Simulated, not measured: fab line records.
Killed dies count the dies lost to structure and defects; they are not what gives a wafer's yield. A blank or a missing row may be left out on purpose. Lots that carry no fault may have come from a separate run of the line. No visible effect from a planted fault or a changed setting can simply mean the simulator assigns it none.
Which of the tools did it? / flow nand harc / at 1 step of a route of 1302, 6 lots with 18 wafers sampled

== WHAT THE GAUGES READ, wafer by wafer ==
NHARC_A_SLIT_CD_MEAS_21.
lot=L383; measured=day 20 19:44; on=cd sem-02; cd nm (nm)=289.9 289.6 288.4
lot=L387; measured=day 23 10:32; on=cd sem-02; cd nm (nm)=289.0 290.3 288.8
lot=L394; measured=day 25 02:37; on=cd sem-02; cd nm (nm)=291.2 291.3 289.2
lot=L398; measured=day 27 03:21; on=cd sem-03; cd nm (nm)=290.9 292.0 289.7
lot=L403; measured=day 28 11:20; on=cd sem-02; cd nm (nm)=289.7 288.6 288.7
lot=L404; measured=day 29 16:03; on=cd sem-03; cd nm (nm)=289.6 290.9 290.9

== TOOL THAT RAN EACH LOT (tool first, then ch and the chambers of the sampled wafers, then the start) ==
Before these readings, the record contains no process step.

== THE ANSWER, worked out from the rows above alone ==
Rule: the usual values come from the lots themselves. The widest of any qualifying gaps counts: lots, ordered by their means at a reading, are off when they make up no more than a third of the lots, leave a main group of 4 or more, and stand apart from it by 3 or more times the standard deviation of that group's means. If all means in a main group match to the digits the tables above print for the reading, that group is not used. Also off: a lot with no number at a reading for which 4 or more lots have one. Any other lot the step has rows for is counted as sound.
No lot is off at any reading shown: from this, nothing can be told.

== WHAT WAS PUT IN BY THE SIMULATOR ==
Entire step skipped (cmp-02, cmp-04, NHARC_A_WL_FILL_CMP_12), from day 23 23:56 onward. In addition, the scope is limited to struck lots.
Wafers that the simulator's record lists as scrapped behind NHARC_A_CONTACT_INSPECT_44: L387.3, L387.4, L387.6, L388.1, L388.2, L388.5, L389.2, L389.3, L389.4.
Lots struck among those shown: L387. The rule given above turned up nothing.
